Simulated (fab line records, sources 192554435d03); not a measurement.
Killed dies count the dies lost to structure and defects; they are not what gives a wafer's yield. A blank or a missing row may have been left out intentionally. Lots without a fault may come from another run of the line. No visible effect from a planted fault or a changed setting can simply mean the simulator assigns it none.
Code-filled problem report in 8D (eight disciplines) form ; flow n5Finfet ; the parts of the form that need people (team, actions taken, sign-off) are left out

== 1. WHAT WENT WRONG ==
Mean of biasW at N5_BEOL_M6_ETCH_66: 143.8 W across 5 wafers in 2 lots; on wafers with no fault it is 150.0 W (standard deviation 0.47). That is -13 standard deviations from the usual mean.
The step: etches SOC in N2/H2, target depth 80 nm, overetch 16 nm, time 120 s.
First seen on wafer L832.3, day 16 06:03, on rieDiel-01. The record has a number at this step for 29 wafers belonging to 10 lots. Rule for "out" (also "out of limits"): further than 4 standard deviations from the usual mean. The other wafers with a number count as sound.

== 2. WHAT IT IS AND WHAT IT IS NOT ==
question;is;is not
which readings at this step;biasW, rfVppV;drypumpMotorCurrentA, h2FlowSccm, oesProductAu, showerheadPlenumPTorr, throttleValvePct
which lots;L832, L834;L815, L816, L819, L821, L823, L824, L828, L835
which wafers of those lots;all that have a number;-
read on which tools;rieDiel-01;rieDiel-03, rieDiel-04
when;from day 16 06:03;"up to then (21 sound wafers); but 3 sound wafers of L835 came after"

== 3. THE SUSPECTS, EACH WITH WHAT RULES IT OUT ==
Counting: any tool at a process step up to the reading is kept as a suspect provided that every lot that is out went through it and no sound lot did after the first of them.
- rieDiel-01 at N5_BEOL_M6_ETCH_66 (etches SOC in N2/H2, target depth 80 nm, overetch 16 nm, time 120 s): kept. Every lot that is out went through it, starting with L832 (day 16 06:03), and after that it ran no sound lot; the last sound lot it ran before then is L828 (day 15 06:04). Out on those wafers are its own readings of biasW, rfVppV.
After counting, what remains is rieDiel-01 at N5_BEOL_M6_ETCH_66.

== 4. THE CAUSE (what the simulator had put in) ==
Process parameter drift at N5_BEOL_M6_ETCH_66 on rieDiel-01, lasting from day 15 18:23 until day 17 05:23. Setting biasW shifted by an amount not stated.
After counting, this tool was the only one left.

== 5. SEQUENCE OF EFFECTS, ordered by route ==
Each row: a reading whose mean over the struck wafers that have a number lies more than 3 standard deviations from the usual. Scope: only readings with a usual standard deviation given in the record; hours: median across lots of the time from each lot's start at the first step in this table that gives one to its start at this step; sigmas: change in usual standard deviations.
hours;step;reading;usual;on struck wafers;change;sigmas
0;N5_BEOL_M6_ETCH_66;biasW;150.0 W;143.8;-6.2;-13
0;N5_BEOL_M6_ETCH_66;rfVppV;523.8 V;509.7;-14.1;-6.1
It contains these process steps:
- N5_BEOL_M6_ETCH_66: etches SOC in N2/H2, target depth 80 nm, overetch 16 nm, time 120 s.

== 6. WHAT WOULD HAVE CAUGHT IT SOONER ==
The fault began at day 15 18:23; the first out-of-limits reading in this record came at day 16 06:03, 12 hours later.
